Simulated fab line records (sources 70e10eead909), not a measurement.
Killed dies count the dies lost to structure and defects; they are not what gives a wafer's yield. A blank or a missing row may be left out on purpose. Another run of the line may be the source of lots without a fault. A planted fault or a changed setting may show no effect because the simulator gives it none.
Matching of chambers | flow nand harc | NHARC_P_GATE_DEP_103 on pecvd-01: 3 sister chambers
The step deposits SiON, target thk 30 nm. 6 wafers are shown with their chamber, then 11 later ones without.

WAFERS, EACH WITH ITS CHAMBER
wafer  | chamber | heater power w (W)
L080.3 | 2       | 544
L080.4 | 2       | 553
L082.1 | 1       | 840
L082.2 | 0       | 722
L082.6 | 1       | 855
L085.2 | 0       | 798

WAFERS MISSING THEIR CHAMBER
wafer  | heater power w (W)
L085.4 | 559
L085.6 | 787
L088.1 | 749
L088.3 | 800
L088.4 | 834
L089.1 | 707
L089.3 | 543
L089.4 | 711
L093.1 | 705
L093.4 | 487
L093.6 | 711

CHAMBER TAKEN BY EACH
wafer  | from the rows above     | in truth
L085.4 | 2                       | 2
L085.6 | can't be placed: 0 or 1 | 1
L088.1 | 0                       | 0
L088.3 | can't be placed: 0 or 1 | 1
L088.4 | can't be placed: 1 or 0 | 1
L089.1 | 0                       | 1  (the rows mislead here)
L089.3 | 2                       | 2
L089.4 | 0                       | 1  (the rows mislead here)
L093.1 | 0                       | 0
L093.4 | 2                       | 2
L093.6 | 0                       | 0
Correct placement for 6 of the 11. From these rows, 3 cannot be placed; in 3 the true chamber is one of the candidates. Placed wrongly: 2.
How it was worked out, from the rows above alone: a wafer's distance from a chamber is the root of the sum, over the readings, of the square of ((its reading less the chamber's mean) divided by the reading's scatter). If the next closest chamber is less than 2 further off than the closest, the wafer can't be placed; otherwise it belongs to the closest. For every chamber, the mean is computed from those of its wafers that are shown. How the scatter is found: for the shown wafers, subtract from each reading the mean of its chamber, square and add these, divide the total by (wafers less chambers), then take the root.
